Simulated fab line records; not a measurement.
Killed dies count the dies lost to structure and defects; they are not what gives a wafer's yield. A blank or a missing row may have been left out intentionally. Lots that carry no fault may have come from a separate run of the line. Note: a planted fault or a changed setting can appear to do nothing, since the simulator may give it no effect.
fab line records	flow n5_finfet
record lots=24	wafers=72	last_day=18
route steps=1938 shown BEOL_M6@1258 BEOL_M7@1285 BEOL_M8@1354
lots with no fault: from the same line, run without faults
start_h: hours from the record's opening day to when the first of the lot's shown wafers began	wait_h: time in hours since the lot's previous step	" the same as in the row above	L1.1+2: one row covering several wafers at once	- no value present, or no start provided	* or withheld: withheld	< > ~ a bound
route shown NAME@n: names a module that has steps shown in the file, with the first one's number in the route	usual: mean and standard deviation over wafers with no fault	same: alike in all rows	chamber/n: place in a boat	sites: each site's reading	_std_site: their standard deviation	_edge_site: mean of outer sites minus mean of inner sites	radius_mm: for every site, how far away it sits from the centre of the wafer	mask NAME#n: copy n	behind: the most recent tool/chamber to have shaped the wafer	hold: why the lot was held/for how many hours/how that ended	device: which transistor (n, p or np) failed to switch	end of line: at the end of the route, the tests of the same wafers	a step given without rows: its recipe and nothing more	killed: the dies lost at the first sort to structure and to defects; this is not the yield of the wafer	map: per-die view of a wafer (x killed, . not killed, _ where there is no die)
set.NAME: the run value of the setting; set.NAME@STEP: its run value at that earlier step	model.NAME: the simulator's own value behind a step, which no gauge read
the route's steps for a sample of lots (tables are steps, rows are wafers)
services: the hour from which a tool's chamber was out of use, counted from the record's first day as start_h (under 0 if before that day), plus the number of hours and why
## steps
# step N5_BEOL_M6_THK_MEAS_53
# recipe thk_meas_gauge=xrf	reads=Cu_of_BEOL_M6_ECD_50
# usual M6_THK=78.5/2
lot.wafer	tool	chamber	start_h	wait_h	M6_THK[nm]
L075.1	film_metro-01	-	192.34	-	80.1
L075.4	"	-	"	"	80.7
L075.6	"	-	"	"	82.0
L074.2	film_metro-01	-	196.88	-	74.8
L074.3	"	-	"	"	79.0
L074.4	"	-	"	"	78.2
L077.2	film_metro-02	-	199.40	-	77.8
L077.4	"	-	"	"	76.0
L077.5	"	-	"	"	80.4
L076.2	film_metro-02	-	199.73	-	76.5
L076.3	"	-	"	"	77.0
L076.5	"	-	"	"	79.4
L078.2	film_metro-02	-	220.97	-	75.9
L078.5	"	-	"	"	80.6
L078.6	"	-	"	"	79.0
L079.2	film_metro-02	-	223.08	-	76.7
L079.4	"	-	"	"	78.1
L079.6	"	-	"	"	79.7
L081.3	film_metro-02	-	231.50	-	81.7
L081.5	"	-	"	"	74.7
L081.6	"	-	"	"	78.8
L082.1	film_metro-02	-	237.62	-	77.2
L082.2	"	-	"	"	75.8
L082.3	"	-	"	"	78.4
L080.4	film_metro-02	-	243.90	-	76.7
L080.5	"	-	"	"	78.9
L080.6	"	-	"	"	75.8
L083.1	film_metro-02	-	253.95	-	80.2
L083.3	"	-	"	"	77.9
L083.4	"	-	"	"	80.9
L086.1	film_metro-02	-	258.94	-	77.6
L086.2	"	-	"	"	79.0
L086.4	"	-	"	"	78.6
L084.3	film_metro-01	-	263.11	-	79.7
L084.4	"	-	"	"	79.5
L084.6	"	-	"	"	79.9
L085.2	film_metro-01	-	263.50	-	77.9
L085.4	"	-	"	"	77.8
L085.6	"	-	"	"	79.7
L088.2	film_metro-02	-	268.66	-	80.0
L088.3	"	-	"	"	79.7
L088.6	"	-	"	"	80.0
L087.1	film_metro-01	-	269.06	-	78.9
L087.3	"	-	"	"	78.4
L087.6	"	-	"	"	78.1
L089.1	film_metro-02	-	282.68	-	80.2
L089.2	"	-	"	"	77.3
L089.3	"	-	"	"	79.2
L090.1	film_metro-01	-	286.30	-	75.6
L090.2	"	-	"	"	80.6
L090.3	"	-	"	"	76.6
L092.4	film_metro-01	-	293.62	-	78.0
L092.5	"	-	"	"	80.4
L092.6	"	-	"	"	80.0
L091.1	film_metro-02	-	305.18	-	77.2
L091.2	"	-	"	"	77.0
L091.6	"	-	"	"	77.3
L093.1	film_metro-02	-	306.16	-	76.3
L093.5	"	-	"	"	81.4
L093.6	"	-	"	"	75.3
L094.3	film_metro-02	-	311.56	-	75.4
L094.4	"	-	"	"	78.0
L094.6	"	-	"	"	78.2
L095.2	film_metro-02	-	318.26	-	79.0
L095.3	"	-	"	"	76.4
L095.6	"	-	"	"	79.2
L096.1	film_metro-02	-	323.21	-	79.9
L096.4	"	-	"	"	78.0
L096.6	"	-	"	"	76.1
L097.1	film_metro-02	-	343.18	-	79.9
L097.2	"	-	"	"	78.3
L097.4	"	-	"	"	79.8
# step N5_BEOL_M7_STRIP_19
# recipe chemistry=O2	power_w=400	temp_c=40	pressure_mtorr=30	rf_frequency_hz=6e+07	bias_power_w=0	overash_fraction=0.2	o2_flow_sccm=225
# usual drypump_motor_current_A=5.7/0.31	oes_product_au=0.79/0.089	rf_vpp_V=3.7/0.58	showerhead_plenum_p_Torr=2.12/0.043	throttle_valve_pct=16.64/0.2
lot.wafer	tool	chamber	start_h	wait_h	drypump_motor_current_A	oes_product_au	rf_hours_counter_h	rf_vpp_V	showerhead_plenum_p_Torr	throttle_valve_pct
L075.1	rie_diel-05	3	194.23	0.1	5.5	0.70	220	4.7	2.08	16.97
L075.4	"	0	"	"	6.0	0.75	170	3.0	2.18	16.58
L075.6	"	0	"	"	6.0	0.75	-	3.0	2.18	16.55
L074.2	rie_diel-06	2	199.17	0.1	5.6	0.70	195	3.9	2.09	16.89
L074.3	"	3	"	"	5.3	0.82	84	3.9	2.03	16.62
L074.4	"	3	"	"	5.3	0.82	-	3.5	2.03	16.61
L077.2	rie_diel-05	3	202.72	0.1	5.5	0.69	222	3.7	2.07	16.97
L077.4	"	1	"	"	5.3	0.81	93	3.3	2.12	16.48
L077.5	"	0	"	"	6.0	0.74	-	3.5	2.18	16.57
L076.2	rie_diel-01	3	202.87	0.2	5.8	0.74	204	4.0	2.15	16.38
L076.3	"	2	"	"	5.2	0.68	237	3.9	2.08	16.76
L076.5	"	0	"	"	6.1	0.87	-	2.9	2.16	16.69
L078.2	rie_diel-06	0	223.45	0.1	5.8	0.72	190	4.4	2.14	16.61
L078.5	"	2	"	"	5.6	0.71	-	3.5	2.09	16.90
L078.6	"	3	"	"	5.3	0.82	-	3.2	2.03	16.64
L079.2	rie_diel-05	2	227.09	0.1	5.5	0.81	66	3.1	2.11	16.57
L079.4	"	3	"	"	5.5	0.68	229	4.2	2.07	16.97
L079.6	"	0	"	"	6.1	0.74	-	3.8	2.18	16.56
L081.3	rie_diel-05	2	234.21	0.1	5.6	0.82	68	3.3	2.11	16.57
L081.5	"	1	"	"	5.3	0.80	-	4.1	2.11	16.48
L081.6	"	0	"	"	6.1	0.74	-	4.8	2.18	16.56
L082.1	rie_diel-06	2	241.01	0.1	5.6	0.69	209	4.8	2.08	16.92
L082.2	"	3	"	"	5.2	0.81	98	3.7	2.03	16.63
L082.3	"	0	"	"	5.8	0.71	194	4.0	2.14	16.62
L080.4	rie_diel-06	0	246.76	0.1	5.9	0.71	196	5.0	2.14	16.65
L080.5	"	1	"	"	5.3	0.93	-	2.9	2.14	16.27
L080.6	"	0	"	"	5.8	0.71	-	2.4	2.14	16.65
L083.1	rie_diel-05	3	256.70	0.1	5.5	0.67	237	3.1	2.07	17.00
L083.3	"	2	"	"	5.5	0.80	75	2.8	2.11	16.57
L083.4	"	0	"	"	6.1	0.73	188	3.9	2.18	16.60
L086.1	rie_diel-05	1	264.35	0.1	5.3	0.78	111	4.3	2.11	16.50
L086.2	"	2	"	"	5.6	0.81	77	3.4	2.11	16.58
L086.4	"	0	"	"	6.0	0.74	190	3.5	2.18	16.59
L084.3	rie_diel-01	3	265.51	0.1	5.7	0.73	228	4.3	2.14	16.43
L084.4	"	1	"	"	5.9	0.96	-	3.9	2.17	16.80
L084.6	"	0	"	"	6.1	0.83	-	4.0	2.15	16.74
L085.2	rie_diel-06	2	265.70	0.1	5.6	0.70	217	3.7	2.08	16.93
L085.4	"	1	"	"	5.3	0.92	22	3.7	2.14	16.29
L085.6	"	1	"	"	5.3	0.91	-	4.2	2.14	16.31
L088.2	rie_diel-01	0	271.53	0.1	6.1	0.83	48	2.6	2.15	16.75
L088.3	"	3	"	"	5.8	0.73	231	5.0	2.14	16.44
L088.6	"	0	"	"	6.1	0.84	-	2.4	2.15	16.74
L087.1	rie_diel-05	0	271.86	0.1	6.1	0.74	192	3.2	2.17	16.60
L087.3	"	2	"	"	5.5	0.81	79	2.8	2.11	16.59
L087.6	"	0	"	"	6.1	0.73	-	3.2	2.17	16.60
L089.1	rie_diel-01	1	286.11	0.1	5.9	0.94	11	4.4	2.17	16.80
L089.2	"	3	"	"	5.7	0.72	235	3.4	2.14	16.43
L089.3	"	2	"	"	5.3	0.97	2	2.9	2.07	16.37
L090.1	rie_diel-05	2	289.94	0.2	5.6	0.81	84	4.2	2.11	16.58
L090.2	"	0	"	"	6.0	0.74	197	3.8	2.17	16.62
L090.3	"	1	"	"	5.3	0.77	119	3.4	2.11	16.49
L092.4	rie_diel-01	2	296.35	0.1	5.3	0.97	6	3.7	2.07	16.41
L092.5	"	1	"	"	6.0	0.93	-	3.3	2.17	16.80
L092.6	"	2	"	"	5.3	0.98	-	3.4	2.07	16.38
L091.1	rie_diel-01	2	309.13	0.3	5.3	0.93	10	3.2	2.07	16.40
L091.2	"	3	"	"	5.7	0.71	243	2.9	2.13	16.46
L091.6	"	2	"	"	5.3	0.94	-	3.5	2.07	16.42
L093.1	rie_diel-06	1	309.26	0.1	5.3	0.88	33	3.8	2.14	16.32
L093.5	"	0	"	"	5.9	0.69	-	3.2	2.13	16.66
L093.6	"	1	"	"	5.3	0.88	-	3.7	2.14	16.34
L094.3	rie_diel-05	3	315.20	0.1	5.5	0.97	1	4.2	2.06	16.54
L094.4	"	2	"	"	5.6	0.78	94	3.1	2.10	16.62
L094.6	"	0	"	"	6.1	0.73	-	4.2	2.17	16.63
L095.2	rie_diel-01	2	321.25	0.2	5.3	0.92	16	4.6	2.07	16.41
L095.3	"	0	"	"	6.1	0.79	64	3.2	2.15	16.76
L095.6	"	3	"	"	5.8	0.71	-	3.5	2.13	16.49
L096.1	rie_diel-01	2	325.80	0.2	5.2	0.93	18	2.2	2.07	16.42
L096.4	"	1	"	"	6.0	0.90	25	3.9	2.17	16.84
L096.6	"	1	"	"	5.9	0.90	-	4.3	2.17	16.80
L097.1	rie_diel-01	0	346.75	0.4	6.1	0.78	76	3.0	2.14	16.79
L097.2	"	1	"	"	6.0	0.90	36	3.0	2.16	16.84
L097.4	"	2	"	"	5.3	0.91	-	4.5	2.07	16.42
# step N5_BEOL_M7_INSPECT_58
# recipe inspect_instrument=darkfield	mode=post_dep
# usual raw_defect_count=74/22
lot.wafer	tool	chamber	start_h	wait_h	raw_defect_count
L075.1	defect_inspect-02	-	198.79	0.0	116
L075.4	"	-	"	"	50
L075.6	"	-	"	"	51
L074.2	defect_inspect-02	-	205.59	0.0	93
L074.3	"	-	"	"	70
L074.4	"	-	"	"	120
L076.2	defect_inspect-01	-	207.73	0.0	105
L076.3	"	-	"	"	119
L076.5	"	-	"	"	95
L077.2	defect_inspect-01	-	208.16	0.0	42
L077.4	"	-	"	"	67
L077.5	"	-	"	"	61
L078.2	defect_inspect-02	-	228.86	0.0	65
L078.5	"	-	"	"	53
L078.6	"	-	"	"	62
L079.2	defect_inspect-02	-	231.20	0.0	60
L079.4	"	-	"	"	44
L079.6	"	-	"	"	44
L081.3	defect_inspect-01	-	240.63	0.0	44
L081.5	"	-	"	"	43
L081.6	"	-	"	"	55
L082.1	defect_inspect-01	-	246.84	0.0	52
L082.2	"	-	"	"	80
L082.3	"	-	"	"	64
L080.4	defect_inspect-01	-	254.30	0.0	64
L080.5	"	-	"	"	60
L080.6	"	-	"	"	92
L083.1	defect_inspect-02	-	263.04	0.2	66
L083.3	"	-	"	"	88
L083.4	"	-	"	"	57
L084.3	defect_inspect-02	-	269.93	0.0	93
L084.4	"	-	"	"	80
L084.6	"	-	"	"	101
L085.2	defect_inspect-01	-	270.25	0.0	51
L085.4	"	-	"	"	65
L085.6	"	-	"	"	60
L086.1	defect_inspect-02	-	270.53	0.0	69
L086.2	"	-	"	"	72
L086.4	"	-	"	"	83
L088.2	defect_inspect-02	-	276.56	0.0	78
L088.3	"	-	"	"	103
L088.6	"	-	"	"	61
L087.1	defect_inspect-01	-	276.72	0.0	104
L087.3	"	-	"	"	61
L087.6	"	-	"	"	88
L089.1	defect_inspect-02	-	290.31	0.0	50
L089.2	"	-	"	"	76
L089.3	"	-	"	"	56
L090.1	defect_inspect-01	-	296.09	0.0	92
L090.2	"	-	"	"	68
L090.3	"	-	"	"	52
L092.4	defect_inspect-01	-	302.65	0.0	82
L092.5	"	-	"	"	68
L092.6	"	-	"	"	100
L091.1	defect_inspect-02	-	312.85	0.0	62
L091.2	"	-	"	"	89
L091.6	"	-	"	"	67
L093.1	defect_inspect-02	-	313.59	0.0	74
L093.5	"	-	"	"	75
L093.6	"	-	"	"	47
L094.3	defect_inspect-02	-	318.83	0.0	70
L094.4	"	-	"	"	71
L094.6	"	-	"	"	71
L095.2	defect_inspect-02	-	326.03	0.0	123
L095.3	"	-	"	"	118
L095.6	"	-	"	"	143
L096.1	defect_inspect-02	-	331.43	0.0	80
L096.4	"	-	"	"	87
L096.6	"	-	"	"	119
L097.1	defect_inspect-01	-	352.52	0.0	83
L097.2	"	-	"	"	71
L097.4	"	-	"	"	54
# step N5_BEOL_M8_STRIP_19
# recipe chemistry=O2	power_w=400	temp_c=40	pressure_mtorr=30	rf_frequency_hz=6e+07	bias_power_w=0	overash_fraction=0.2	o2_flow_sccm=225
# usual drypump_motor_current_A=5.6/0.53	oes_product_au=0.84/0.083	rf_vpp_V=3.7/0.66	showerhead_plenum_p_Torr=2.07/0.066	throttle_valve_pct=16.57/0.28
lot.wafer	tool	chamber	start_h	wait_h	drypump_motor_current_A	oes_product_au	rf_hours_counter_h	rf_vpp_V	showerhead_plenum_p_Torr	throttle_valve_pct
L075.1	rie_diel-02	3	202.22	0.1	5.3	0.90	39	3.6	2.23	16.46
L075.4	"	2	"	"	5.1	0.85	69	3.4	2.05	16.59
L075.6	"	0	"	"	5.1	0.70	-	3.9	1.97	17.11
L074.2	rie_diel-04	2	208.81	0.1	5.1	0.93	21	4.4	2.07	16.53
L074.3	"	3	"	"	6.2	0.92	12	3.2	2.06	16.33
L074.4	"	1	"	"	6.0	0.73	211	3.7	2.16	17.08
L076.2	rie_diel-02	2	211.12	0.2	5.1	0.83	72	2.7	2.04	16.56
L076.3	"	1	"	"	6.4	0.96	11	3.1	2.05	16.08
L076.5	"	1	"	"	6.4	0.96	-	4.3	2.05	16.08
L077.2	rie_diel-03	3	211.55	0.1	5.2	0.72	162	3.1	2.16	16.64
L077.4	"	2	"	"	5.8	0.69	-	4.7	2.08	16.84
L077.5	"	0	"	"	6.1	0.88	-	3.7	2.06	16.91
L078.2	rie_diel-04	3	231.80	0.1	6.2	0.90	21	2.5	2.06	16.35
L078.5	"	3	"	"	6.1	0.89	-	4.1	2.06	16.34
L078.6	"	0	"	"	5.0	0.94	-	3.3	2.04	16.40
L079.2	rie_diel-02	1	233.97	0.2	6.4	0.94	19	3.6	2.05	16.11
L079.4	"	3	"	"	5.3	0.88	50	2.9	2.23	16.50
L079.6	"	0	"	"	5.1	0.68	-	3.7	1.97	17.13
L081.3	rie_diel-04	0	244.34	0.1	5.0	0.92	13	2.2	2.04	16.42
L081.5	"	3	"	"	6.1	0.88	-	4.0	2.05	16.34
L081.6	"	0	"	"	5.0	0.92	-	3.6	2.04	16.43
L082.1	rie_diel-02	3	253.00	0.2	5.3	0.88	56	5.1	2.22	16.54
L082.2	"	2	"	"	5.1	0.82	86	4.7	2.04	16.63
L082.3	"	0	"	"	5.1	0.68	245	3.3	1.97	17.13
L080.4	rie_diel-04	3	257.67	0.4	6.2	0.87	-	3.9	2.05	16.36
L080.5	"	1	"	"	6.0	0.71	-	3.0	2.16	17.10
L080.6	"	2	"	"	5.0	0.87	-	2.7	2.06	16.58
L083.1	rie_diel-02	0	264.78	0.1	5.1	0.68	249	3.6	1.96	17.16
L083.3	"	3	"	"	5.3	0.87	60	4.5	2.22	16.54
L083.4	"	2	"	"	5.1	0.82	90	3.8	2.04	16.63
L084.3	rie_diel-03	3	274.01	0.2	5.1	0.70	185	3.9	2.15	16.68
L084.4	"	1	"	"	5.3	0.77	107	3.0	2.05	16.54
L084.6	"	1	"	"	5.3	0.78	-	3.1	2.05	16.56
L085.2	rie_diel-03	2	274.05	0.1	5.8	0.96	2	3.8	2.07	16.43
L085.4	"	3	"	"	5.2	0.70	185	2.5	2.15	16.68
L085.6	"	1	"	"	5.3	0.78	-	4.4	2.05	16.55
L086.1	rie_diel-03	2	274.43	0.1	5.9	0.95	2	3.2	2.07	16.42
L086.2	"	1	"	"	5.3	0.79	108	3.0	2.05	16.56
L086.4	"	3	"	"	5.1	0.71	185	3.5	2.15	16.68
L088.2	rie_diel-03	2	280.01	0.1	5.9	0.96	3	4.0	2.07	16.41
L088.3	"	0	"	"	6.1	0.84	60	4.6	2.05	16.95
L088.6	"	1	"	"	5.3	0.78	-	4.5	2.05	16.56
L087.1	rie_diel-02	2	280.32	0.3	5.1	0.81	98	3.7	2.04	16.62
L087.3	"	2	"	"	5.1	0.80	-	4.4	2.04	16.63
L087.6	"	1	"	"	6.4	0.89	-	3.5	2.05	16.11
L089.1	rie_diel-04	2	292.76	0.1	5.1	0.86	56	3.0	2.05	16.58
L089.2	"	1	"	"	6.0	0.70	246	2.6	2.15	17.13
L089.3	"	3	"	"	6.2	0.84	46	5.5	2.05	16.40
L090.1	rie_diel-03	3	298.70	0.1	5.1	0.70	194	3.7	2.15	16.71
L090.2	"	1	"	"	5.3	0.76	116	3.8	2.04	16.57
L090.3	"	0	"	"	6.1	0.83	67	3.4	2.05	16.96
L092.4	rie_diel-04	3	305.99	0.1	6.2	0.83	-	3.1	2.05	16.39
L092.5	"	2	"	"	5.1	0.86	-	2.5	2.05	16.59
L092.6	"	0	"	"	4.9	0.89	-	3.3	2.03	16.43
L091.1	rie_diel-04	3	315.21	0.1	6.1	0.82	55	4.2	2.04	16.39
L091.2	"	2	"	"	5.1	0.85	66	3.7	2.05	16.60
L091.6	"	2	"	"	5.1	0.84	-	5.6	2.05	16.58
L093.1	rie_diel-02	3	315.71	0.2	5.3	0.84	76	3.8	2.22	16.55
L093.5	"	0	"	"	5.1	0.92	-	4.6	2.22	16.65
L093.6	"	1	"	"	6.4	0.87	-	3.5	2.04	16.14
L094.3	rie_diel-04	0	321.19	0.1	4.9	0.88	36	3.9	2.03	16.46
L094.4	"	0	"	"	4.9	0.87	-	2.9	2.03	16.47
L094.6	"	3	"	"	6.2	0.84	-	4.7	2.04	16.41
L095.2	rie_diel-02	1	329.76	0.2	6.4	0.87	55	3.2	2.04	16.16
L095.3	"	3	"	"	5.3	0.83	82	4.1	2.21	16.57
L095.6	"	2	"	"	5.1	0.79	-	3.0	2.03	16.65
L096.1	rie_diel-04	0	334.06	0.1	5.0	0.87	40	3.7	2.03	16.47
L096.4	"	1	"	"	6.0	0.97	3	3.6	2.15	16.58
L096.6	"	0	"	"	4.9	0.86	-	3.8	2.03	16.47
L097.1	rie_diel-02	2	356.99	0.1	5.1	0.79	126	4.0	2.03	16.69
L097.2	"	0	"	"	5.1	0.90	19	2.9	2.22	16.69
L097.4	"	1	"	"	6.4	0.85	64	3.2	2.04	16.16
# step N5_BEOL_M8_CD_MEAS_18
# recipe pitch_nm=80	target_cd_nm=40
# usual cd_nm=40.2/0.64
lot.wafer	tool	chamber	start_h	wait_h	cd_nm
L075.1	cd_sem-01	-	202.29	0.0	40.0
L075.4	"	-	"	"	40.5
L075.6	"	-	"	"	39.6
L074.2	cd_sem-01	-	208.88	0.1	40.7
L074.3	"	-	"	"	40.5
L074.4	"	-	"	"	41.4
L076.2	cd_sem-01	-	211.19	0.1	39.9
L076.3	"	-	"	"	40.7
L076.5	"	-	"	"	40.4
L077.2	cd_sem-01	-	211.62	0.1	40.1
L077.4	"	-	"	"	40.2
L077.5	"	-	"	"	40.0
L078.2	cd_sem-02	-	231.87	0.1	39.8
L078.5	"	-	"	"	40.0
L078.6	"	-	"	"	40.0
L079.2	cd_sem-02	-	234.04	0.1	40.9
L079.4	"	-	"	"	41.1
L079.6	"	-	"	"	40.7
L081.3	cd_sem-01	-	244.41	0.1	38.9
L081.5	"	-	"	"	39.5
L081.6	"	-	"	"	40.4
L082.1	cd_sem-01	-	253.07	0.0	40.4
L082.2	"	-	"	"	40.5
L082.3	"	-	"	"	39.0
L080.4	cd_sem-01	-	257.73	0.0	40.0
L080.5	"	-	"	"	39.0
L080.6	"	-	"	"	39.8
L083.1	cd_sem-01	-	264.85	0.0	40.0
L083.3	"	-	"	"	40.5
L083.4	"	-	"	"	39.5
L084.3	cd_sem-02	-	274.08	0.1	41.7
L084.4	"	-	"	"	41.2
L084.6	"	-	"	"	40.7
L085.2	cd_sem-03	-	274.12	0.1	39.6
L085.4	"	-	"	"	39.7
L085.6	"	-	"	"	39.9
L086.1	cd_sem-03	-	274.50	0.0	40.1
L086.2	"	-	"	"	39.1
L086.4	"	-	"	"	40.8
L088.2	cd_sem-02	-	280.08	0.1	40.3
L088.3	"	-	"	"	40.7
L088.6	"	-	"	"	40.4
L087.1	cd_sem-03	-	280.41	0.1	40.0
L087.3	"	-	"	"	40.4
L087.6	"	-	"	"	39.9
L089.1	cd_sem-01	-	292.83	0.0	39.1
L089.2	"	-	"	"	39.3
L089.3	"	-	"	"	39.6
L090.1	cd_sem-01	-	298.77	0.0	40.2
L090.2	"	-	"	"	39.6
L090.3	"	-	"	"	40.5
L092.4	cd_sem-03	-	306.04	0.0	41.3
L092.5	"	-	"	"	41.9
L092.6	"	-	"	"	41.5
L091.1	cd_sem-01	-	315.28	0.0	39.6
L091.2	"	-	"	"	40.3
L091.6	"	-	"	"	41.0
L093.1	cd_sem-01	-	315.78	0.0	40.4
L093.5	"	-	"	"	39.1
L093.6	"	-	"	"	40.0
L094.3	cd_sem-03	-	321.26	0.1	40.5
L094.4	"	-	"	"	41.1
L094.6	"	-	"	"	40.2
L095.2	cd_sem-02	-	329.83	0.1	41.0
L095.3	"	-	"	"	40.1
L095.6	"	-	"	"	40.7
L096.1	cd_sem-02	-	334.13	0.0	41.4
L096.4	"	-	"	"	40.3
L096.6	"	-	"	"	41.8
L097.1	cd_sem-03	-	357.06	0.0	41.4
L097.2	"	-	"	"	40.1
L097.4	"	-	"	"	40.4
# step N5_BEOL_M8_OVL_MEAS_29
# recipe points_per_wafer=522
# usual V7_OVL=-0.2/0.83
lot.wafer	tool	chamber	start_h	wait_h	V7_OVL[nm]
L075.1	overlay-01	0	204.43	0.0	-0.9
L075.4	"	0	"	"	1.3
L075.6	"	0	"	"	0.6
L074.2	overlay-01	0	209.85	0.0	-0.5
L074.3	"	0	"	"	-0.4
L074.4	"	0	"	"	-0.6
L076.2	overlay-01	0	212.87	0.0	-0.2
L076.3	"	0	"	"	0.3
L076.5	"	0	"	"	-0.3
L077.2	overlay-01	0	213.04	0.0	0.5
L077.4	"	0	"	"	0.4
L077.5	"	0	"	"	-1.3
L078.2	overlay-02	0	233.21	0.0	-0.7
L078.5	"	0	"	"	-2.3
L078.6	"	0	"	"	-1.2
L079.2	overlay-02	0	235.59	0.0	-1.0
L079.4	"	0	"	"	-0.6
L079.6	"	0	"	"	-1.0
L081.3	overlay-02	0	244.92	0.0	-1.3
L081.5	"	0	"	"	-2.4
L081.6	"	0	"	"	-0.9
L082.1	overlay-02	0	254.93	0.0	-0.2
L082.2	"	0	"	"	1.0
L082.3	"	0	"	"	-0.3
L080.4	overlay-01	0	260.69	0.0	1.6
L080.5	"	0	"	"	0.5
L080.6	"	0	"	"	0.7
L083.1	overlay-02	0	265.42	0.0	1.0
L083.3	"	0	"	"	0.0
L083.4	"	0	"	"	-0.9
L084.3	overlay-02	0	274.52	0.0	0.7
L084.4	"	0	"	"	-0.8
L084.6	"	0	"	"	-1.2
L085.2	overlay-02	0	278.23	0.0	-0.9
L085.4	"	0	"	"	-0.8
L085.6	"	0	"	"	-0.6
L086.1	overlay-01	0	278.27	0.0	0.4
L086.2	"	0	"	"	-1.0
L086.4	"	0	"	"	0.2
L087.1	overlay-02	0	281.69	0.0	0.8
L087.3	"	0	"	"	-1.3
L087.6	"	0	"	"	0.8
L088.2	overlay-02	0	281.87	0.0	-0.1
L088.3	"	0	"	"	0.4
L088.6	"	0	"	"	-1.2
L089.1	overlay-01	0	293.56	0.0	0.5
L089.2	"	0	"	"	-0.9
L089.3	"	0	"	"	0.2
L090.1	overlay-02	0	299.27	0.0	-0.7
L090.2	"	0	"	"	0.5
L090.3	"	0	"	"	-0.1
L092.4	overlay-02	0	307.40	0.0	-0.4
L092.5	"	0	"	"	0.8
L092.6	"	0	"	"	0.2
L091.1	overlay-02	0	315.81	0.1	0.3
L091.2	"	0	"	"	0.3
L091.6	"	0	"	"	1.0
L093.1	overlay-02	0	316.31	0.0	1.0
L093.5	"	0	"	"	-0.9
L093.6	"	0	"	"	-1.2
L094.3	overlay-02	0	321.60	0.0	0.8
L094.4	"	0	"	"	-1.0
L094.6	"	0	"	"	-1.0
L095.2	overlay-02	0	332.37	0.0	0.3
L095.3	"	0	"	"	-1.0
L095.6	"	0	"	"	0.1
L096.1	overlay-01	0	334.47	0.0	-0.2
L096.4	"	0	"	"	-0.4
L096.6	"	0	"	"	0.5
L097.1	overlay-02	0	357.90	0.0	-0.4
L097.2	"	0	"	"	0.6
L097.4	"	0	"	"	-0.3
## services
tool	chamber	start_h	hours	kind
rie_diel-06	1	177.25	22.2	repair
rie_diel-04	0	177.63	-	clean
rie_diel-04	0	177.63	-	consumable_replace:focus_ring
rie_diel-04	0	177.63	29.9	scheduled_down
rie_diel-04	0	177.63	29.9	vent_cycle
rie_diel-06	2	194.15	4.6	repair
rie_diel-03	1	204.96	8.0	repair
rie_diel-03	0	222.41	3.9	repair
rie_diel-01	1	239.29	-	clean
rie_diel-01	1	239.29	-	consumable_replace:focus_ring
rie_diel-01	1	239.29	17.8	scheduled_down
rie_diel-01	1	239.29	17.8	vent_cycle
rie_diel-04	0	244.97	22.3	repair
rie_diel-01	2	257.19	-	clean
rie_diel-01	2	257.19	-	consumable_replace:focus_ring
rie_diel-01	2	257.19	19.0	scheduled_down
rie_diel-01	2	257.19	19.0	vent_cycle
rie_diel-06	0	274.36	3.1	repair
rie_diel-02	3	277.74	6.1	repair
rie_diel-06	3	294.02	4.3	repair
rie_diel-02	-	307.01	4.3	pm
rie_diel-02	0	321.23	8.0	repair
rie_diel-06	-	331.77	14.6	pm
rie_diel-03	3	348.19	4.0	repair
## key
fault none
